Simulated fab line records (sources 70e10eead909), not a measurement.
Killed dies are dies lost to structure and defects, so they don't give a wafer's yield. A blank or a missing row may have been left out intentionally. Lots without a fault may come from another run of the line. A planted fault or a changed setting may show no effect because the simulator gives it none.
Matching of chambers :: flow nand harc :: pecvd-03 running NHARC_A_BONDPAD_DEP_00: 3 sister chambers
The step deposits SiCN, target thk 250 nm. 14 wafers are shown with their chamber, then 7 later ones without.

== WAFERS PAIRED WITH THEIR CHAMBERS ==
wafer: L643.1
chamber: 0
heater power w (W): 711

wafer: L643.3
chamber: 2
heater power w (W): 707

wafer: L643.5
chamber: 2
heater power w (W): 713

wafer: L645.1
chamber: 1
heater power w (W): 570

wafer: L645.3
chamber: 2
heater power w (W): 681

wafer: L645.4
chamber: 0
heater power w (W): 651

wafer: L646.2
chamber: 0
heater power w (W): 689

wafer: L646.5
chamber: 2
heater power w (W): 621

wafer: L646.6
chamber: 0
heater power w (W): 687

wafer: L654.1
chamber: 0
heater power w (W): 706

wafer: L654.2
chamber: 2
heater power w (W): 739

wafer: L654.6
chamber: 2
heater power w (W): 722

wafer: L653.1
chamber: 0
heater power w (W): 647

wafer: L653.2
chamber: 1
heater power w (W): 527

SIGNATURES (averages over the wafers above)
reading: heater power w
chamber 0: 681.83
chamber 1: 548.50
chamber 2: 697.17
scatter within a chamber: 34.9
Rule: for a wafer and a chamber, the distance is found by dividing, reading by reading, the gap between the wafer's reading and the chamber's mean by the reading's scatter, squaring, summing and taking the root. If the next closest chamber is less than 2 further off than the closest, the wafer can't be placed; otherwise it belongs to the closest. How the scatter is found: for the shown wafers, subtract from each reading the mean of its chamber, square and add these, divide the total by (wafers less chambers), then take the root.

== WAFERS MISSING THEIR CHAMBER ==
wafer: L653.4
heater power w (W): 656

wafer: L657.1
heater power w (W): 724

wafer: L657.2
heater power w (W): 609

wafer: L657.3
heater power w (W): 705

wafer: L659.1
heater power w (W): 692

wafer: L659.2
heater power w (W): 620

wafer: L659.5
heater power w (W): 629

== EACH ONE'S CHAMBER ==
wafer: L653.4
from the rows above: can't be placed: 0 or 2
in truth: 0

wafer: L657.1
from the rows above: can't be placed: 2 or 0
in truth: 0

wafer: L657.2
from the rows above: can't be placed: 1 or 0 or 2
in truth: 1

wafer: L657.3
from the rows above: can't be placed: 2 or 0
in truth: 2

wafer: L659.1
from the rows above: can't be placed: 2 or 0
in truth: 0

wafer: L659.2
from the rows above: can't be placed: 0 or 1 or 2
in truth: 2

wafer: L659.5
from the rows above: can't be placed: 0 or 2 or 1
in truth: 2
0 of 7 placed correctly. Not placeable from these rows: 7 (in 7, the candidates include the true chamber). 0 placed wrongly.
